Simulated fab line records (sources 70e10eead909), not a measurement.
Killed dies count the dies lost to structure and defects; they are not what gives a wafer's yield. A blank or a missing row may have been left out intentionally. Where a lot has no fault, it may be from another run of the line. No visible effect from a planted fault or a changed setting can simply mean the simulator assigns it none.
Struck lot and sound lot, side by side + flow nandHarc + 28 steps out of a route of 1159
Sound: wafers L213.1, L213.4, L213.5. Wafers struck: L220.1, L220.2, L220.6. The cause is given at the end.
Per side, at each step with rows, come the tool, then ch with its chambers, and then its first start. Under that, the readings that differ: sound wafers + struck wafers + difference of the means + sigmas: that difference in standard deviations of wafers without a fault.
alike: a reading whose means differ by less than 2 such deviations, as well as words and numbers matching on both sides. not compared: withheld readings; readings where some wafer has no value; bounds like >300 that might hide an equal value; numbers whose values overlap and for which the record gives no deviation.
A row with sigmas, a row that says differs or no value, or rows on one side alone: a step with any of these is where the two part. When numbers do not overlap yet have no deviation, they are printed without sigmas and do not part them. A reading missing from all wafers of one side parts the sides only when that side holds two or more wafers.

first, 1 step without rows for these wafers: NHARC_P_ZERO_WELL_HARDBAKE_53 (time 80 s).
NHARC_P_ZERO_WELL_DESCUM_54: chemistry O2, time 3 s.
  sound on rieDiel-11 ch 1,2, day 2 06:10; struck on rieDiel-01 ch 0,1, day 4 00:04
  alike: drypumpMotorCurrentA, mfcArSccm, o2FlowSccm, oesProductAu, rfVppV, showerheadPlenumPTorr, throttleValvePct
  not compared: rfHoursCounterH
then, 5 steps without rows for these wafers: NHARC_P_ZERO_WELL_IMPLANT_55; NHARC_P_ZERO_WELL_IMPLANT_61; NHARC_P_ZERO_WELL_STRIP_56 (strips in SPM, time 840 s); NHARC_P_ZERO_WELL_PRECLEAN_68 (cleans in SC1, time 60 s); NHARC_P_ZERO_WELL_SRD_69.
NHARC_P_ZERO_WELL_RTA_42: time 300 s.
  sound on rtpAnneal-02 ch 0, day 2 07:09; struck on rtpAnneal-02 ch 0, day 4 01:05
  alike: lampPowerPct, wafer_temp_C_max
NHARC_P_ZERO_WELL_INSPECT_43:
  sound on defectInspect-02 at day 2 07:50; struck on defectInspect-02 at day 4 01:46
  alike: rawDefectCount
then, 3 steps without rows for these wafers: NHARC_P_STI_ETCH_26 (etches SiO2 in dHF, target depth 11 nm); NHARC_P_STI_PRECLEAN_27 (cleans in SC1); NHARC_P_STI_SRD_28.
NHARC_P_STI_OXIDE_29: material SiO2, target thk 10 nm, ox time 1362 s.
  sound on furnace-05 ch 0, day 2 08:25; struck on furnace-05 ch 0, day 4 09:44
  alike: spikeTcTopC
then, 10 steps without rows for these wafers: NHARC_P_STI_HM_DEP_30 (deposits Si3N4, target thk 80 nm, time 873 s); NHARC_P_STI_DEHYDRATE_01 (time 120 s); NHARC_P_STI_HMDS_02 (time 30 s); NHARC_P_STI_COAT_41 (time 65 s); NHARC_P_STI_COAT_03 (resist thk 600 nm); NHARC_P_STI_SOFTBAKE_04 (time 70 s); NHARC_P_STI_EBR_05; NHARC_P_STI_EXPOSE_06 (exposes mask P STI, target cd 200 nm); NHARC_P_STI_PEB_07 (peb time 80 s); NHARC_P_STI_DEVELOP_08 (time 50 s).
NHARC_P_STI_CD_MEAS_09: target cd 200 nm.
  sound on cdSem-01 ch 0, day 2 20:01; struck on cdSem-03 ch 0, day 4 21:14
  alike: cdNm
NHARC_P_STI_OVL_MEAS_10:
  sound on overlay-02 at day 2 20:07; struck on overlay-01 at day 4 21:19
| reading         | sound    | struck   | difference | sigmas |
|-----------------|----------|----------|------------|--------|
| overlayXNm (nm) | 14 14 14 | -6 -7 -6 | -20        | -3     |
  alike: overlayYNm
NHARC_P_STI_INSPECT_11:
  sound on defectInspect-02 at day 2 20:08; struck on defectInspect-02 at day 4 21:21
| reading        | sound | struck         | difference | sigmas      |
|----------------|-------|----------------|------------|-------------|
| rawDefectCount | 6 2 3 | 1235 1247 1176 | +1216      | +99 or more |
then, 1 step without rows for these wafers: NHARC_P_STI_HARDBAKE_13 (time 65 s).
-- break in the record here, with 17 days between the starts of the struck wafers on either side (left off in module P_STI, picked up again in module END, where the first step shown is number 1159 on the route) --
NHARC_END_SORT_01:
  the record has rows for the struck wafers here (prober-01 ch 0, day 21 20:16) and none for the sound ones

WHERE THEY PART
Last at NHARC_END_SORT_01 as far as this record goes, first at NHARC_P_STI_OVL_MEAS_10.

WHY: whatever the simulator had introduced
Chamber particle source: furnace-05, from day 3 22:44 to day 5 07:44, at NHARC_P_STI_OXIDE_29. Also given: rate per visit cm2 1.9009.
